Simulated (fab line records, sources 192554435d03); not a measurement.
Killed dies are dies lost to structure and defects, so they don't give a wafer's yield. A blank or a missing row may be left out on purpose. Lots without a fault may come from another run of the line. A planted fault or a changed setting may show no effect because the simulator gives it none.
Chamber matching | flow n5_finfet | N5_BEOL_M4_PRE_CLEAN_60 on cvd_co-02: 3 sister chambers
The step time 15 s. 3 wafers are shown with their chamber, then 6 later ones without.

WAFERS WITH THEIR CHAMBER
wafer  | chamber | heater_power_w (W)
L473.5 | 0       | 82
L474.4 | 1       | 29
L474.5 | 2       | 102

WAFERS WITHOUT THEIR CHAMBER
wafer  | heater_power_w (W)
L476.3 | 104
L476.5 | 103
L476.6 | 30
L477.1 | 31
L477.3 | 30
L477.4 | 101

WHICH CHAMBER EACH WENT THROUGH
wafer  | from the rows above | in truth
L476.3 | 2                   | 2
L476.5 | 2                   | 2
L476.6 | 1                   | 1
L477.1 | 1                   | 1
L477.3 | 1                   | 1
L477.4 | 2                   | 2
Placed correctly: 6 of 6. Can't be placed from these rows: 0. Placed wrongly: 0.
How it was worked out, from the rows above alone: a wafer's distance from a chamber is the root of the sum, over the readings, of the square of ((its reading less the chamber's mean) divided by the reading's scatter). The wafer belongs to the nearest chamber; if the next one is less than 2 further off, it can't be placed. A chamber's mean is the mean of its shown wafers. The scatter: with one shown wafer a chamber, the root of the mean of the squares of how far each hidden wafer lies from its nearest shown one.
